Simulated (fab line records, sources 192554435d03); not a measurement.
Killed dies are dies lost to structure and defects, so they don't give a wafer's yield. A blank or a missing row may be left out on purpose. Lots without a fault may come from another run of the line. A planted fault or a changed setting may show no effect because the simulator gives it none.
Which tool did it? | flow n5_finfet | 8 lots, 22 wafers sampled, at 7 steps of a route of 1938

WHAT THE GAUGES READ, wafer by wafer
N5_BEOL_M0_SAQP_INSPECT_42: inspects for defects (brightfield).
lot  | measured     | on                | raw_defect_count
L352 | day 5 22:38  | defect_inspect-01 | 384 342 367
L361 | day 8 19:05  | defect_inspect-02 | 1335 1409 274
L364 | day 8 23:35  | defect_inspect-01 | 182 216 274
L365 | day 9 01:52  | defect_inspect-01 | 372 312 294
L370 | day 10 06:08 | defect_inspect-01 | 313 375 439
L372 | day 10 20:28 | defect_inspect-01 | 279 227
L373 | day 11 17:22 | defect_inspect-01 | 395 196
L374 | day 11 22:36 | defect_inspect-02 | 385 559 469

N5_BEOL_M0_CUTY_INSPECT_59: inspects for defects (macro).
lot  | measured     | on                | raw_defect_count
L352 | day 6 00:02  | defect_inspect-01 | 1 0 2
L361 | day 8 22:18  | defect_inspect-01 | >300 >300 1
L364 | day 9 01:13  | defect_inspect-01 | 1 1 0
L365 | day 9 03:23  | defect_inspect-02 | 0 2 5
L370 | day 10 07:35 | defect_inspect-01 | 2 2 3
L372 | day 10 21:52 | defect_inspect-02 | 2 3
L373 | day 11 18:52 | defect_inspect-01 | 0 2
L374 | day 12 00:04 | defect_inspect-01 | 1 3 1

N5_BEOL_M4_RC_MEAS_101.
lot  | measured     | on        | DIBL_N (mV/V)  | DIBL_P (mV/V)  | IOFF_N (nA/um) | IOFF_P (nA/um) | ION_N (uA/um) | ION_P (uA/um) | SS_N (mV/dec)  | SS_P (mV/dec)  | VT_N (mV)   | VT_P (mV)
L352 | day 8 03:11  | prober-02 | 36.6 37.2 39.9 | 38.2 38.7 40.6 | 0.15 0.17 0.22 | 0.21 0.21 0.24 | 675 677 694   | 463 462 465   | 72.2 71.7 72.0 | 74.0 73.7 74.3 | 249 247 244 | -253 -252 -250
L361 | day 11 00:33 | prober-01 | 37.2 35.9 39.3 | 35.5 34.6 39.4 | 0.14 0.13 0.20 | 0.16 0.15 0.22 | 685 672 696   | 457 448 471   | 71.5 70.8 72.7 | 72.6 72.3 73.3 | 251 253 247 | -257 -257 -256
L364 | day 11 07:14 | prober-02 | 38.8 34.0 37.5 | 39.5 34.5 38.3 | 0.22 0.14 0.20 | 0.29 0.21 0.27 | 700 680 692   | 477 470 481   | 72.2 70.5 72.0 | 73.8 72.9 73.9 | 244 250 248 | -246 -247 -247
L365 | day 11 13:28 | prober-01 | 38.1 36.2 38.5 | 37.1 34.5 36.3 | 0.21 0.17 0.20 | 0.23 0.20 0.22 | 688 685 688   | 457 465 464   | 72.2 71.8 71.9 | 73.6 73.4 73.7 | 243 244 248 | -248 -252 -250
L370 | day 12 18:06 | prober-01 | 38.9 36.7 36.8 | 39.7 36.8 36.7 | 0.17 0.14 0.15 | 0.22 0.18 0.19 | 672 672 663   | 453 453 451   | 71.4 71.7 70.7 | 73.8 72.7 72.7 | 251 252 248 | -253 -253 -253
L372 | day 12 21:07 | prober-01 | 35.5 35.4      | 35.1 33.6      | 0.15 0.14      | 0.22 0.20      | 683 669       | 473 465       | 71.0 71.5      | 74.0 72.4      | 248 253     | -249 -250
L373 | day 13 20:05 | prober-01 | 33.8 36.4      | 33.1 36.4      | 0.12 0.17      | 0.17 0.22      | 663 692       | 462 474       | 70.7 71.4      | 72.3 73.4      | 251 245     | -253 -247
L374 | day 14 03:27 | prober-01 | 38.0 35.9 34.6 | 39.9 36.3 34.2 | 0.19 0.15 0.13 | 0.26 0.20 0.17 | 672 660 675   | 464 453 457   | 71.5 71.2 71.2 | 73.8 73.0 72.9 | 249 252 250 | -245 -250 -249

WHICH TOOL RAN EACH LOT (tool, then ch and the chambers of the sampled wafers, then the start)
lot  | N5_BEOL_M0_SAQP_ETCH_107          | N5_BEOL_M0_SAQP_RECESS_109         | N5_BEOL_M0_SAQP_CUT_ETCH_46        | N5_BEOL_M0_SAQP_STRIP_75
L352 | rie_diel-06 ch 0,2,3, day 5 21:04 | vapor_etch-01 ch 0,1, day 5 21:13  | rie_diel-05 ch 0,3, day 5 22:45    | rie_diel-04 ch 1,2,3, day 5 23:43
L361 | rie_diel-06 ch 2,3, day 8 14:46   | vapor_etch-01 ch 0,1, day 8 17:24  | rie_diel-04 ch 0,1,3, day 8 19:34  | rie_diel-04 ch 0,1,3, day 8 21:51
L364 | rie_diel-04 ch 2,3, day 8 20:14   | vapor_etch-01 ch 0,1, day 8 20:28  | rie_diel-06 ch 0,1,3, day 8 23:44  | rie_diel-04 ch 0,1,3, day 9 00:46
L365 | rie_diel-05 ch 1,2,3, day 8 23:56 | vapor_etch-01 ch 0,1, day 9 00:02  | rie_diel-05 ch 0,2,3, day 9 02:05  | rie_diel-06 ch 0,2,3, day 9 02:56
L370 | rie_diel-04 ch 0,3, day 10 04:23  | vapor_etch-02 ch 0,1, day 10 04:43 | rie_diel-04 ch 0,2,3, day 10 06:19 | rie_diel-04 ch 0,1,3, day 10 07:08
L372 | rie_diel-04 ch 1,2, day 10 18:55  | vapor_etch-02 ch 1, day 10 19:01   | rie_diel-05 ch 1,2, day 10 20:34   | rie_diel-05 ch 2, day 10 21:25
L373 | rie_diel-04 ch 0,2, day 11 15:51  | vapor_etch-02 ch 0, day 11 15:58   | rie_diel-04 ch 0,1, day 11 17:29   | rie_diel-05 ch 1,2, day 11 18:25
L374 | rie_diel-04 ch 1,3, day 11 20:48  | vapor_etch-02 ch 1, day 11 20:54   | rie_diel-05 ch 0,1,3, day 11 22:47 | rie_diel-04 ch 1,2,3, day 11 23:37
- N5_BEOL_M0_SAQP_ETCH_107: etches SiNx in CH3F/O2, target depth 30 nm.
- N5_BEOL_M0_SAQP_RECESS_109: chemistry HF/NH3, target SiO2, target depth 3 nm, afs cycles 1, sublimation time 60 s.
- N5_BEOL_M0_SAQP_CUT_ETCH_46: etches SOC in N2/H2, target depth 135 nm, overetch 27 nm, time 202.5 s.
- N5_BEOL_M0_SAQP_STRIP_75: strips in CF4.

WHAT THE TOOLS THEMSELVES READ (means of the sampled wafers that have a number; where no wafer has one, the mark that the record gives instead)
N5_BEOL_M0_SAQP_ETCH_107.
lot  | tool        | drypump_motor_current_A (A) | oes_product_au (a.u.) | rf_vpp_V (V) | showerhead_plenum_p_Torr (Torr) | throttle_valve_pct (%)
L352 | rie_diel-06 | 5.8                         | 0.85                  | 300          | 2.11                            | 16.38
L361 | rie_diel-06 | 5.6                         | 0.87                  | 299          | 2.10                            | 16.15
L364 | rie_diel-04 | 5.8                         | 0.71                  | 296          | 2.01                            | 16.70
L365 | rie_diel-05 | 5.2                         | 0.75                  | 294          | 1.93                            | 16.47
L370 | rie_diel-04 | 6.2                         | 0.79                  | 292          | 2.04                            | 16.66
L372 | rie_diel-04 | 5.8                         | 0.69                  | 300          | 1.98                            | 16.55
L373 | rie_diel-04 | 5.9                         | 0.75                  | 295          | 1.96                            | 16.66
L374 | rie_diel-04 | 6.0                         | 0.70                  | 300          | 2.06                            | 16.56

N5_BEOL_M0_SAQP_RECESS_109.
lot  | tool          | drypump_motor_current_A (A)
L352 | vapor_etch-01 | 5.66
L361 | vapor_etch-01 | 5.56
L364 | vapor_etch-01 | 5.66
L365 | vapor_etch-01 | 5.56
L370 | vapor_etch-02 | 5.89
L372 | vapor_etch-02 | 6.01
L373 | vapor_etch-02 | 5.81
L374 | vapor_etch-02 | 6.00

N5_BEOL_M0_SAQP_CUT_ETCH_46.
lot  | tool        | drypump_motor_current_A (A) | rf_vpp_V (V) | showerhead_plenum_p_Torr (Torr) | throttle_valve_pct (%)
L352 | rie_diel-05 | 5.7                         | 521.9        | 2.47                            | 17.75
L361 | rie_diel-04 | 6.1                         | 524.9        | 2.60                            | 17.92
L364 | rie_diel-06 | 5.5                         | 529.2        | 2.70                            | 17.65
L365 | rie_diel-05 | 5.3                         | 522.4        | 2.49                            | 17.93
L370 | rie_diel-04 | 5.9                         | 523.7        | 2.53                            | 18.05
L372 | rie_diel-05 | 5.2                         | 522.8        | 2.51                            | 18.11
L373 | rie_diel-04 | 6.2                         | 526.1        | 2.58                            | 17.88
L374 | rie_diel-05 | 5.5                         | 521.2        | 2.44                            | 17.93

N5_BEOL_M0_SAQP_STRIP_75.
lot  | tool        | bias_power_w (W) | cf4_flow_sccm (sccm) | drypump_motor_current_A (A) | oes_product_au (a.u.) | rf_vpp_V (V) | showerhead_plenum_p_Torr (Torr) | throttle_valve_pct (%)
L352 | rie_diel-04 | 75.20            | 150.2                | 5.8                         | 0.166                 | 271.4        | 1.82                            | 13.84
L361 | rie_diel-04 | 75.13            | 149.8                | 6.1                         | 0.174                 | 271.3        | 1.84                            | 13.83
L364 | rie_diel-04 | 75.01            | 149.9                | 6.0                         | 0.172                 | 271.7        | 1.84                            | 13.82
L365 | rie_diel-06 | 75.13            | 150.1                | 5.8                         | 0.202                 | 273.2        | 1.88                            | 13.44
L370 | rie_diel-04 | 74.98            | 150.0                | 6.1                         | 0.175                 | 272.0        | 1.84                            | 13.84
L372 | rie_diel-05 | 75.19            | 149.9                | 4.9                         | 0.176                 | 270.6        | 1.82                            | 13.92
L373 | rie_diel-05 | 75.00            | 150.0                | 5.2                         | 0.178                 | 271.0        | 1.77                            | 13.81
L374 | rie_diel-04 | 75.24            | 149.9                | 5.9                         | 0.161                 | 270.8        | 1.81                            | 13.93

THE ANSWER, worked out from the rows above alone
Rule: what is usual is taken from the lots themselves. Put in order of their means at a reading, lots are off if they are a third of the lots or fewer, leave a main group of 4 or more, and stand apart from it by a gap of 3 or more times the standard deviation of the main group's means; of several such gaps the widest counts. A main group whose means are all the same, to the digits that the tables above print for the reading, isn't used. A lot without any number at a reading at which 4 lots or more have one is off too. The other lots that the step has rows for count as sound. The gauges are gone through in route order, then the tools' own readings, and for those a lot's mean is taken as printed above. The first step at which some lot is off is used, and at that step the reading that is off furthest; a lot without a number counts as furthest.
Off: L361, at N5_BEOL_M0_SAQP_INSPECT_42 (raw_defect_count). The main group: mean 330, standard deviation 77.
A tool fits if, at a process step before that reading, it ran every lot that is off, and no sound lot after the first of them. The gauges at N5_BEOL_M0_SAQP_INSPECT_42 are tried like those tools. One fits: rie_diel-06 at N5_BEOL_M0_SAQP_ETCH_107. Its last sound lot is L352 (day 5 21:04), its first lot that is off L361 (day 8 14:46): a fault that began between those two fits.

WHAT THE SIMULATOR HAD PUT IN
Chamber particle source: rie_diel-06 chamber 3, from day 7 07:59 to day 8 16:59, at N5_BEOL_M0_SAQP_ETCH_107. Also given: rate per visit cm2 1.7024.
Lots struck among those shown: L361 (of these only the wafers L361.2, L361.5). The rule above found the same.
